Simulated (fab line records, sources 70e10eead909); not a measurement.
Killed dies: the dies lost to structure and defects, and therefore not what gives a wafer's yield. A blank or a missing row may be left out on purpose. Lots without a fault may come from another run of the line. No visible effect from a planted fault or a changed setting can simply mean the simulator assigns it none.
fab line records -- flow nand-harc -- part 1 of 2: steps 1 to 26 of 39
[record] lots = 5, wafers = 15, last-day = 30
route steps=1302 shown A_STAIRCASE@862 A_SGD_CUT@890
lots untouched by any fault: they come from a run of this same line in which no faults occurred
start-h: start of the lot's first displayed wafer, in hours after the record's first day -- wait-h: hours from the lot's prior step to this one -- " the same as in the row above -- L1.1+2: several wafers, shown together as one row -- - either no value or no given start -- * or withheld: withheld -- < > ~ a bound
route shown NAME@n: a module of which the file shows steps, and the number in the route of the first -- usual: mean/standard deviation taken from wafers without a fault -- same: alike in all rows -- chamber/n: place in a boat -- sites: readings site by site -- _std_site: standard deviation of those values -- _edge_site: mean of outer sites minus mean of inner sites -- radius-mm: how far each site lies from the wafer's centre -- mask NAME#n: copy n -- behind: the most recent tool/chamber to have shaped the wafer -- hold: why the lot went on hold/how many hours it stayed there/how the hold came to an end -- device: transistor that didn't switch, given as n, p or np -- end of line: tests run on the same wafers once the route is complete -- a step with no rows: only its recipe -- killed: dies lost to structure and defects at the first sort, not the wafer's yield -- map: the dies of a wafer, with x for killed, . for not killed, _ for no die there
set.NAME: the setting as run; set.NAME@STEP: as run at that earlier step -- model.NAME: the simulator's own value behind a step, which no gauge read
certain route steps with their lots: each step a table, each wafer a row
services: the hour from which a tool's chamber was out of use, counted from the record's first day as start-h (under 0 if before that day), plus the number of hours and why
[[steps]]
[step NHARC_A_STAIRCASE_SOFTBAKE_436]
[recipe] temp-c = 135, time-s = 170
lot.wafer,tool,chamber,start-h,wait-h
L077.1+2+3,litho-track-05,0,-,-
L087.3+4+5,litho-track-07,0,-,-
L089.3+4+5,litho-track-05,0,-,-
L088.2+3+6,litho-track-03,0,-,-
L090.2+3+5,litho-track-03,0,-,-
[step NHARC_A_STAIRCASE_EBR_437]
lot.wafer,tool,chamber,start-h,wait-h
L077.1+2+3,litho-track-05,0,-,-
L087.3+4+5,litho-track-07,0,-,-
L089.3+4+5,litho-track-05,0,-,-
L088.2+3+6,litho-track-03,0,-,-
L090.2+3+5,litho-track-03,0,-,-
[step NHARC_A_STAIRCASE_EXPOSE_438]
[recipe] na = 0.5, dose-mj = 28.97, mask-id = STAIR_REV
[usual] exposure-dose-mJ-cm2 = 28.970/0.03
lot.wafer,tool,chamber,start-h,wait-h,mask,exposure-dose-mJ-cm2
L077.1,krf-scanner-04,0,450.51,-,STAIR_REV#0,28.968
L077.2,krf-scanner-04,0,450.51,-,STAIR_REV#0,28.981
L077.3,krf-scanner-04,0,450.51,-,STAIR_REV#0,28.974
L087.3,krf-scanner-03,0,541.12,-,STAIR_REV#0,28.939
L087.4,krf-scanner-03,0,541.12,-,STAIR_REV#0,28.918
L087.5,krf-scanner-03,0,541.12,-,STAIR_REV#0,28.891
L089.3,krf-scanner-04,0,571.81,-,STAIR_REV#0,29.040
L089.4,krf-scanner-04,0,571.81,-,STAIR_REV#0,29.012
L089.5,krf-scanner-04,0,571.81,-,STAIR_REV#0,29.029
L088.2,krf-scanner-03,0,578.47,-,STAIR_REV#0,28.948
L088.3,krf-scanner-03,0,578.47,-,STAIR_REV#0,28.924
L088.6,krf-scanner-03,0,578.47,-,STAIR_REV#0,28.900
L090.2,krf-scanner-03,0,589.22,-,STAIR_REV#0,28.973
L090.3,krf-scanner-03,0,589.22,-,STAIR_REV#0,28.984
L090.5,krf-scanner-03,0,589.22,-,STAIR_REV#0,28.940
[step NHARC_A_STAIRCASE_PEB_439]
[recipe] peb-temp-c = 115, peb-time-s = 130
lot.wafer,tool,chamber,start-h,wait-h
L077.1+2+3,litho-track-07,0,450.58,0.1
L087.3+4+5,litho-track-07,0,541.18,0.1
L089.3+4+5,litho-track-05,0,571.87,0.0
L088.2+3+6,litho-track-07,0,578.54,0.1
L090.2+3+5,litho-track-03,0,589.28,0.1
[step NHARC_A_STAIRCASE_DEVELOP_440]
[recipe] time-s = 140
lot.wafer,tool,chamber,start-h,wait-h
L077.1+2+3,litho-track-07,0,-,-
L087.3+4+5,litho-track-07,0,-,-
L089.3+4+5,litho-track-05,0,-,-
L088.2+3+6,litho-track-07,0,-,-
L090.2+3+5,litho-track-03,0,-,-
[step NHARC_A_STAIRCASE_HARDBAKE_442]
[recipe] temp-c = 120, time-s = 140
lot.wafer,tool,chamber,start-h,wait-h
L077.1+2+3,litho-track-07,0,450.80,-
L087.3+4+5,litho-track-05,0,541.40,-
L089.3+4+5,litho-track-03,0,572.09,-
L088.2+3+6,litho-track-05,0,578.76,-
L090.2+3+5,litho-track-05,0,589.50,-
[step NHARC_A_STAIRCASE_DESCUM_443]
[recipe] time-s = 3, o2-flow-sccm = 200, ar-flow-sccm = 0, bias-power-w = 0, chemistry = O2
[usual] drypump-motor-current-A = 5.6/0.42, oes-product-au = 1.000/0.008, rf-vpp-V = 57.8/0.85, showerhead-plenum-p-Torr = 1.91/0.088, throttle-valve-pct = 11.312/0.0097
lot.wafer,tool,chamber,start-h,wait-h,drypump-motor-current-A,oes-product-au,rf-hours-counter-h,rf-vpp-V,showerhead-plenum-p-Torr,throttle-valve-pct
L077.3,rie-diel-01,1,450.89,-,5.3,0.997,18,57.2,1.79,11.302
L077.2,rie-diel-01,2,450.89,-,5.5,0.990,17,56.9,1.95,11.317
L077.1,rie-diel-01,3,450.89,-,6.5,0.999,18,57.5,1.81,11.303
L087.3,rie-diel-09,0,541.51,-,5.2,1.010,15,56.4,1.87,11.315
L087.4,rie-diel-09,3,541.51,-,5.3,1.010,-,57.7,1.98,11.311
L087.5,rie-diel-09,0,541.51,-,5.2,0.994,-,57.9,1.87,11.303
L089.3,rie-diel-04,3,572.19,-,6.3,1.005,11,57.0,2.05,11.313
L089.5,rie-diel-04,3,572.19,-,6.3,0.992,-,58.6,2.05,11.323
L089.4,rie-diel-04,0,572.19,-,5.4,0.980,-,55.8,1.86,11.327
L088.2,rie-diel-04,3,578.88,-,6.3,0.998,15,60.0,2.05,11.313
L088.3,rie-diel-04,0,578.88,-,5.4,1.001,14,57.4,1.86,11.324
L088.6,rie-diel-04,0,578.88,-,5.4,0.982,-,57.7,1.86,11.315
L090.2,rie-diel-01,0,589.61,-,5.8,0.993,8,58.1,2.07,11.298
L090.3,rie-diel-01,1,589.61,-,5.2,0.987,9,57.3,1.77,11.298
L090.5,rie-diel-01,2,589.61,-,5.5,0.998,-,58.2,1.94,11.310
[step NHARC_A_STAIRCASE_ETCH_444]
[recipe] target-depth-a = 2.04e+05, time-s = 6800, c4f8-flow-sccm = 20, o2-flow-sccm = 10, ar-flow-sccm = withheld, rf-w = 600, bias-w = 1000, chemistry = C4F8/O2
[usual] oes-product-au = 0.929/0.016, rf-fwd-power-W = 599.7/1.7, rf-vpp-V = 806/5
lot.wafer,tool,chamber,start-h,wait-h,oes-product-au,rf-fwd-power-W,rf-hours-counter-h,rf-vpp-V
L077.3,rie-diel-01,0,450.97,0.1,0.925,600.9,20,799
L077.1,rie-diel-01,1,450.97,0.1,0.922,600.8,19,800
L077.2,rie-diel-01,3,450.97,0.1,0.920,597.7,19,800
L087.3,rie-diel-09,3,542.85,1.3,0.969,600.0,16,810
L087.5,rie-diel-09,0,542.85,1.3,0.972,599.4,-,803
L087.4,rie-diel-09,1,542.85,1.3,0.969,596.6,-,811
L089.3,rie-diel-04,3,572.28,0.1,0.958,598.8,11,814
L089.5,rie-diel-04,3,574.19,2.0,0.967,597.3,-,813
L089.4,rie-diel-04,1,575.47,3.2,0.949,598.8,-,809
L088.2,rie-diel-04,1,578.99,0.1,0.922,598.2,13,808
L088.3,rie-diel-04,3,578.99,0.1,0.919,601.2,16,815
L088.6,rie-diel-04,0,582.11,3.2,0.915,600.6,-,802
L090.2,rie-diel-01,2,589.80,0.2,0.941,596.2,9,809
L090.3,rie-diel-01,3,589.80,0.2,0.953,600.5,9,800
L090.5,rie-diel-01,2,591.68,2.1,0.941,600.2,-,809
[step NHARC_A_STAIRCASE_STRIP_446]
[recipe] power-w = 1500, temp-c = 250, chemistry = O2
[usual] drypump-motor-current-A = 5.9/0.36, heater-power-w = 371/30
lot.wafer,tool,chamber,start-h,wait-h,drypump-motor-current-A,heater-power-w,rf-hours-counter-h
L077.2,plasma-asher-01,1,455.30,0.0,5.8,374,21
L077.1,plasma-asher-01,0,455.30,0.0,5.5,421,21
L077.3,plasma-asher-01,1,455.30,0.0,5.8,380,-
L087.3,plasma-asher-01,0,546.99,0.1,5.5,419,-
L087.4,plasma-asher-01,1,546.99,0.1,5.8,379,-
L087.5,plasma-asher-01,1,546.99,0.1,5.8,371,-
L089.4,plasma-asher-02,1,577.74,0.1,6.4,369,-
L089.3,plasma-asher-02,0,577.74,0.1,5.8,328,-
L089.5,plasma-asher-02,0,577.74,0.1,5.8,332,-
L088.2,plasma-asher-02,1,584.29,0.0,6.5,368,27
L088.3,plasma-asher-02,1,584.29,0.0,6.4,359,-
L088.6,plasma-asher-02,1,584.29,0.0,6.5,354,-
L090.2,plasma-asher-01,1,594.22,0.1,5.8,373,11
L090.3,plasma-asher-01,1,594.22,0.1,5.8,369,-
L090.5,plasma-asher-01,0,594.22,0.1,5.5,398,-
[step NHARC_A_STAIRCASE_STRIP_447]
[recipe] time-s = 900, temp-c = 130, chemistry = SPM
lot.wafer,tool,chamber,start-h,wait-h
L077.2+1+3,wet-bench-06,"0,2,3",455.66,0.3
L087.4+5+3,wet-bench-06,"5,7,0",547.26,0.2
L089.4+3+5,wet-bench-06,"6,1,3",578.00,0.2
L088.3+2+6,wet-bench-01,"3,4,5",584.65,0.2
L090.3+5+2,wet-bench-06,"2,3,4",594.52,0.2
[step NHARC_A_STAIRCASE_PRECLEAN_448]
[recipe] time-s = *, temp-c = 50, bath-age-min = 0, chemistry = SC1
lot.wafer,tool,chamber,start-h,wait-h
L077.2+1+3,wet-bench-06,"0,2,3",-,-
L087.4+5+3,wet-bench-06,"5,7,0",-,-
L089.4+3+5,wet-bench-06,"6,1,3",-,-
L088.3+2+6,wet-bench-01,"3,4,5",-,-
L090.3+5+2,wet-bench-06,"2,3,4",-,-
[step NHARC_A_STAIRCASE_SRD_449]
lot.wafer,tool,chamber,start-h,wait-h
L077.2+1+3,wet-bench-06,"0,2,3",-,-
L087.4+5+3,wet-bench-06,"5,7,0",-,-
L089.4+3+5,wet-bench-06,"6,1,3",-,-
L088.3+2+6,wet-bench-01,"3,4,5",-,-
L090.3+5+2,wet-bench-06,"2,3,4",-,-
[step NHARC_A_STAIRCASE_CMP_450]
[recipe] target-thk-nm = 200, material = SiO2
[usual] motor-current-A = 12.1/0.98
lot.wafer,tool,chamber,start-h,wait-h,motor-current-A
L077.1,cmp-02,2,456.11,-,13.3
L077.2,cmp-02,3,456.11,-,11.8
L077.3,cmp-02,1,456.11,-,13.1
L087.3,cmp-02,3,547.71,-,11.8
L087.4,cmp-02,0,547.71,-,13.8
L087.5,cmp-02,3,547.71,-,11.7
L089.4,cmp-03,0,578.47,-,11.8
L089.3,cmp-03,1,578.47,-,11.4
L089.5,cmp-03,3,578.47,-,12.7
L088.3,cmp-02,1,585.11,-,13.7
L088.2,cmp-02,2,585.11,-,13.7
L088.6,cmp-02,1,585.11,-,13.1
L090.3,cmp-01,2,594.98,-,10.5
L090.2,cmp-01,3,594.98,-,10.3
L090.5,cmp-01,1,594.98,-,13.0
[step NHARC_A_STAIRCASE_CMP_152]
[usual] motor-current-A = 12.1/0.98
lot.wafer,tool,chamber,start-h,wait-h,motor-current-A
L077.1,cmp-02,2,456.18,0.1,13.4
L077.2,cmp-02,3,456.18,0.1,11.6
L077.3,cmp-02,1,456.18,0.1,13.2
L087.3,cmp-02,3,547.79,0.1,11.0
L087.4,cmp-02,0,547.79,0.1,14.2
L087.5,cmp-02,3,547.79,0.1,11.7
L089.4,cmp-03,0,578.55,0.1,12.4
L089.3,cmp-03,1,578.55,0.1,11.2
L089.5,cmp-03,3,578.55,0.1,12.4
L088.3,cmp-02,1,585.18,0.1,13.4
L088.2,cmp-02,2,585.18,0.1,13.8
L088.6,cmp-02,1,585.18,0.1,13.1
L090.3,cmp-01,2,595.05,0.1,10.7
L090.2,cmp-01,3,595.05,0.1,10.7
L090.5,cmp-01,1,595.05,0.1,13.3
[step NHARC_A_STAIRCASE_SRD_154]
lot.wafer,tool,chamber,start-h,wait-h
L077.3+1+2,wet-bench-09,"5,1,2",456.47,0.0
L087.3+4+5,wet-bench-06,"4,5,7",548.07,0.0
L089.3+4+5,wet-bench-09,"7,2,3",578.81,0.0
L088.2+6+3,wet-bench-06,"3,5,7",585.46,0.0
L090.3+2+5,wet-bench-06,"7,2,3",595.33,0.0
[step NHARC_A_STAIRCASE_ETCH_403]
[recipe] target-depth-a = 1082, chemistry = dHF, material = SiO2
lot.wafer,tool,chamber,start-h,wait-h
L077.3+1+2,wet-bench-09,"5,1,2",456.49,0.0
L087.3+4+5,wet-bench-06,"4,5,7",548.09,0.0
L089.3+4+5,wet-bench-09,"7,2,3",578.83,0.0
L088.2+6+3,wet-bench-06,"3,5,7",585.49,0.0
L090.3+2+5,wet-bench-06,"7,2,3",595.35,0.0
[step NHARC_A_STAIRCASE_ETCHBACK_422]
[recipe] target-depth-a = 400, over-etch-frac = 0.3, time-s = 74.286, ion-energy-ev = 120, ch3f-flow-sccm = 50, o2-flow-sccm = 30, ar-flow-sccm = 200, rf-w = 500, bias-w = 100, chemistry = CH3F/O2
[usual] drypump-motor-current-A = 5.7/0.42, oes-product-au = 0.95/0.032, rf-fwd-power-W = 495.5/1.8, rf-vpp-V = 244.4/1.7, showerhead-plenum-p-Torr = 2.46/0.11, throttle-valve-pct = 20.665/0.0088
lot.wafer,tool,chamber,start-h,wait-h,drypump-motor-current-A,oes-product-au,rf-fwd-power-W,rf-hours-counter-h,rf-vpp-V,showerhead-plenum-p-Torr,throttle-valve-pct
L077.2,rie-diel-01,2,456.66,0.1,5.5,0.99,497.1,20,245.5,2.51,20.670
L077.3,rie-diel-01,3,456.66,0.1,6.5,0.99,495.5,21,241.9,2.33,20.662
L077.1,rie-diel-01,0,456.66,0.1,5.8,0.99,495.2,23,242.1,2.29,20.676
L087.4,rie-diel-04,1,548.24,0.1,5.8,0.98,492.6,2,247.2,2.50,20.669
L087.3,rie-diel-04,3,548.24,0.1,6.3,1.00,495.0,3,247.0,2.63,20.677
L087.5,rie-diel-04,1,548.24,0.1,5.8,0.98,496.2,-,245.2,2.50,20.667
L089.3,rie-diel-09,3,578.98,0.1,5.3,0.92,490.4,28,243.9,2.53,20.673
L089.4,rie-diel-09,2,578.98,0.1,5.6,0.94,496.1,9,242.9,2.36,20.680
L089.5,rie-diel-09,3,578.98,0.1,5.3,0.93,490.4,-,245.9,2.53,20.666
L088.3,rie-diel-04,1,585.67,0.2,5.8,0.98,494.4,16,245.7,2.49,20.668
L088.2,rie-diel-04,3,585.67,0.2,6.3,1.00,495.3,19,247.4,2.63,20.658
L088.6,rie-diel-04,3,585.67,0.2,6.3,0.99,496.2,-,247.2,2.63,20.648
L090.3,rie-diel-09,2,595.52,0.2,5.6,1.00,496.0,15,243.2,2.36,20.667
L090.2,rie-diel-09,3,595.52,0.2,5.3,0.91,493.1,34,245.8,2.53,20.666
L090.5,rie-diel-09,2,595.52,0.2,5.6,1.01,497.6,-,244.5,2.36,20.671
[step NHARC_A_STAIRCASE_ETCH_423]
[recipe] target-depth-a = 300, chemistry = dHF, material = SiO2
lot.wafer,tool,chamber,start-h,wait-h
L077.1+2+3,wet-bench-09,"7,2,4",456.81,-
L087.5+3+4,wet-bench-01,"4,5,7",548.43,0.1
L089.5+3+4,wet-bench-01,"7,1,3",579.15,0.1
L088.6+3+2,wet-bench-09,"0,3,5",585.84,0.1
L090.5+2+3,wet-bench-01,"3,5,6",595.70,0.1
[step NHARC_A_STAIRCASE_ETCHBACK_157]
[recipe] target-depth-a = 900, over-etch-frac = 0.3, time-s = 167.14, ion-energy-ev = 120, ch3f-flow-sccm = 50, o2-flow-sccm = 30, ar-flow-sccm = 200, rf-w = 500, bias-w = 100, chemistry = CH3F/O2
[usual] drypump-motor-current-A = 5.6/0.37, oes-product-au = 0.967/0.029, rf-fwd-power-W = 497.7/1.6, rf-vpp-V = 244.4/1.7, showerhead-plenum-p-Torr = 2.46/0.1, throttle-valve-pct = 20.663/0.0087
lot.wafer,tool,chamber,start-h,wait-h,drypump-motor-current-A,oes-product-au,rf-fwd-power-W,rf-hours-counter-h,rf-vpp-V,showerhead-plenum-p-Torr,throttle-valve-pct
L077.1,rie-diel-01,0,457.01,0.2,5.8,0.998,500.0,23,241.8,2.29,20.660
L077.3,rie-diel-01,1,457.01,0.2,5.2,0.999,497.5,23,241.9,2.30,20.677
L077.2,rie-diel-01,2,457.01,0.2,5.5,0.992,497.8,20,244.8,2.51,20.672
L087.3,rie-diel-04,3,548.59,0.1,6.3,0.990,497.0,3,246.1,2.63,20.675
L087.4,rie-diel-04,2,548.59,0.1,5.4,0.986,498.0,2,245.6,2.48,20.647
L087.5,rie-diel-04,0,548.59,0.1,5.4,0.976,497.6,-,244.6,2.39,20.661
L089.3,rie-diel-09,3,579.45,0.2,5.3,0.993,497.4,29,244.3,2.53,20.669
L089.4,rie-diel-09,0,579.45,0.2,5.2,0.986,494.8,28,244.2,2.40,20.655
L089.5,rie-diel-09,2,579.45,0.2,5.5,1.003,498.9,-,241.6,2.36,20.657
L088.3,rie-diel-04,0,586.06,0.2,5.4,0.970,499.1,18,243.9,2.39,20.658
L088.2,rie-diel-04,1,586.06,0.2,5.8,0.979,496.9,16,244.0,2.49,20.651
L088.6,rie-diel-04,1,586.06,0.2,5.8,0.965,498.5,-,244.4,2.49,20.650
L090.2,rie-diel-09,0,595.89,0.2,5.2,0.932,494.6,33,244.7,2.40,20.655
L090.3,rie-diel-09,1,595.89,0.2,5.4,0.952,496.2,30,246.1,2.54,20.672
L090.5,rie-diel-09,3,595.89,0.2,5.3,0.937,496.2,-,245.5,2.53,20.664
[step NHARC_A_STAIRCASE_STRIP_475]
[recipe] time-s = 20, o2-flow-sccm = 500, ar-flow-sccm = 0, bias-w = 0, chemistry = O2
[usual] drypump-motor-current-A = 5.6/0.38, oes-product-au = 1.000/0.0074, rf-vpp-V = 57.8/0.82, showerhead-plenum-p-Torr = 3.54/0.14, throttle-valve-pct = 17.037/0.01
lot.wafer,tool,chamber,start-h,wait-h,drypump-motor-current-A,oes-product-au,rf-hours-counter-h,rf-vpp-V,showerhead-plenum-p-Torr,throttle-valve-pct
L077.1,rie-diel-01,1,-,-,5.2,0.995,23,57.7,3.31,17.030
L077.3,rie-diel-01,2,-,-,5.5,0.990,20,57.7,3.59,17.059
L077.2,rie-diel-01,3,-,-,6.6,1.001,21,57.1,3.35,17.034
L087.4,rie-diel-04,3,-,-,6.3,1.000,3,58.7,3.77,17.027
L087.3,rie-diel-04,1,-,-,5.8,0.990,2,57.9,3.58,17.038
L087.5,rie-diel-04,3,-,-,6.3,0.992,-,58.0,3.77,17.026
L089.3,rie-diel-09,1,-,-,5.4,1.005,26,58.5,3.64,17.025
L089.4,rie-diel-09,2,-,-,5.6,1.007,10,56.7,3.39,17.033
L089.5,rie-diel-09,3,-,-,5.3,0.996,-,57.9,3.63,17.032
L088.3,rie-diel-04,0,586.26,0.2,5.4,0.991,18,58.0,3.43,17.018
L088.2,rie-diel-04,1,586.26,0.2,5.8,1.003,16,59.2,3.57,17.045
L088.6,rie-diel-04,3,586.26,0.2,6.3,1.013,-,58.9,3.76,17.026
L090.3,rie-diel-09,0,-,-,5.2,1.008,33,57.9,3.44,17.018
L090.2,rie-diel-09,1,-,-,5.4,1.011,30,59.6,3.64,17.038
L090.5,rie-diel-09,0,-,-,5.2,1.005,-,57.8,3.44,17.053
[step NHARC_A_STAIRCASE_DEP_471]
[recipe] target-thk-a = 1000, temp-c = 400, pressure-torr = 6.5, rf-w = 900, teos-flow-sccm = 161.4, flow-sccm = 2650, target-thk-nm = 100, gas = O2, material = SiO2
[usual] heater-power-w = 516/89, rf-fwd-power-W = 894.5/3, susceptor-temp-C = 400.01/0.21, throttle-valve-pct = 16.2/0.6
lot.wafer,tool,chamber,start-h,wait-h,heater-power-w,rf-fwd-power-W,since-wet-clean-h,susceptor-temp-C,throttle-valve-pct
L077.1,pecvd-02,1,457.33,-,386,894.0,36,399.87,15.2
L077.2,pecvd-02,2,457.33,-,384,892.6,36,399.79,16.8
L077.3,pecvd-02,0,457.33,-,720,890.4,36,399.51,15.3
L087.3,pecvd-04,0,548.94,-,408,898.6,86,399.87,16.2
L087.4,pecvd-04,2,548.94,-,446,895.5,-,400.20,16.5
L087.5,pecvd-04,1,548.94,-,499,896.5,-,399.69,15.5
L089.3,pecvd-04,0,579.76,-,455,892.6,117,400.12,16.1
L089.5,pecvd-04,2,579.76,-,506,894.7,-,400.48,16.5
L089.4,pecvd-04,1,579.76,-,549,896.2,-,400.17,15.6
L088.3,pecvd-03,2,586.36,-,485,896.5,26,399.93,16.1
L088.2,pecvd-03,0,586.36,-,589,895.0,26,399.96,16.3
L088.6,pecvd-03,1,586.36,-,446,891.3,-,399.83,16.5
L090.3,pecvd-03,1,596.15,-,501,889.2,36,400.00,16.6
L090.2,pecvd-03,0,596.15,-,593,891.8,36,399.74,16.6
L090.5,pecvd-03,2,596.15,-,520,897.7,-,399.89,15.9
[step NHARC_A_STAIRCASE_CMP_472]
[recipe] material = SiO2
[usual] motor-current-A = 12.2/1
lot.wafer,tool,chamber,start-h,wait-h,motor-current-A
L077.1,cmp-02,2,457.66,0.3,13.1
L077.2,cmp-02,3,457.66,0.3,12.3
L077.3,cmp-02,0,457.66,0.3,13.8
L087.4,cmp-03,2,549.21,0.2,11.5
L087.3,cmp-03,3,549.21,0.2,12.0
L087.5,cmp-03,2,549.21,0.2,11.7
L089.4,cmp-02,0,580.01,0.1,13.0
L089.3,cmp-02,1,580.01,0.1,14.0
L089.5,cmp-02,1,580.01,0.1,13.3
L088.3,cmp-01,3,586.63,0.2,11.0
L088.2,cmp-01,2,586.63,0.2,11.3
L088.6,cmp-01,0,586.63,0.2,11.7
L090.2,cmp-02,2,596.42,0.2,13.4
L090.3,cmp-02,0,596.42,0.2,14.0
L090.5,cmp-02,2,596.42,0.2,13.4
[step NHARC_A_STAIRCASE_SRD_474]
lot.wafer,tool,chamber,start-h,wait-h
L077.2+1+3,wet-bench-06,"0,4,5",457.92,0.0
L087.3+5+4,wet-bench-06,"0,1,2",549.45,0.0
L089.4+3+5,wet-bench-06,"3,4,5",580.28,0.0
L088.2+6+3,wet-bench-06,"0,1,2",586.89,0.0
L090.2+5+3,wet-bench-01,"4,7,1",596.68,0.0
[step NHARC_A_STAIRCASE_INSPECT_155]
[usual] raw-defect-count = 470/150
lot.wafer,tool,chamber,start-h,wait-h,raw-defect-count
L077.1,defect-inspect-02,-,458.00,0.1,367
L077.2,defect-inspect-02,-,458.00,0.1,823
L077.3,defect-inspect-02,-,458.00,0.1,537
L087.3,defect-inspect-02,-,549.53,0.1,483
L087.4,defect-inspect-02,-,549.53,0.1,569
L087.5,defect-inspect-02,-,549.53,0.1,553
L089.3,defect-inspect-01,-,580.35,0.1,436
L089.4,defect-inspect-01,-,580.35,0.1,268
L089.5,defect-inspect-01,-,580.35,0.1,275
L088.2,defect-inspect-02,-,586.97,0.1,374
L088.3,defect-inspect-02,-,586.97,0.1,394
L088.6,defect-inspect-02,-,586.97,0.1,517
L090.2,defect-inspect-01,-,596.76,0.1,559
L090.3,defect-inspect-01,-,596.76,0.1,501
L090.5,defect-inspect-01,-,596.76,0.1,580
[step NHARC_A_SGD_CUT_DEP_00]
[recipe] target-thk-a = 500, temp-c = 400, target-thk-nm = 50, flow-sccm = 200, rf-w = 450, material = SiNx
[usual] heater-power-w = 673/87, rf-fwd-power-W = 447.3/1.5, susceptor-temp-C = 399.95/0.21
lot.wafer,tool,chamber,start-h,wait-h,heater-power-w,rf-fwd-power-W,since-wet-clean-h,susceptor-temp-C
L077.3,pecvd-02,2,458.07,0.1,517,447.8,37,399.84
L077.2,pecvd-02,0,458.07,0.1,819,446.8,37,399.81
L077.1,pecvd-02,1,458.07,0.1,593,444.1,37,400.37
L087.3,pecvd-01,0,549.63,0.1,738,449.6,44,399.69
L087.4,pecvd-01,2,549.63,0.1,626,447.3,-,400.01
L087.5,pecvd-01,0,549.63,0.1,737,450.0,-,400.01
L089.3,pecvd-03,0,580.45,0.1,778,447.6,20,399.61
L089.5,pecvd-03,0,580.45,0.1,782,448.0,-,399.73
L089.4,pecvd-03,1,580.45,0.1,573,444.0,-,399.85
L088.2,pecvd-02,1,587.07,0.1,654,446.0,166,400.25
L088.3,pecvd-02,2,587.07,0.1,645,446.8,166,399.79
L088.6,pecvd-02,0,587.07,0.1,741,448.1,-,400.20
L090.2,pecvd-01,0,596.86,0.1,698,450.2,92,399.80
L090.3,pecvd-01,1,596.86,0.1,655,445.5,92,400.33
L090.5,pecvd-01,2,596.86,0.1,672,446.5,-,399.84
[step NHARC_A_SGD_CUT_DEHYDRATE_01]
[recipe] temp-c = 150, time-s = 120
lot.wafer,tool,chamber,start-h,wait-h
L077.1+2+3,litho-track-01,0,458.34,0.2
L087.3+4+5,litho-track-06,0,549.87,0.2
L089.3+4+5,litho-track-06,0,580.69,0.2
L088.2+3+6,litho-track-01,0,587.31,0.2
L090.2+3+5,litho-track-06,0,597.10,0.2
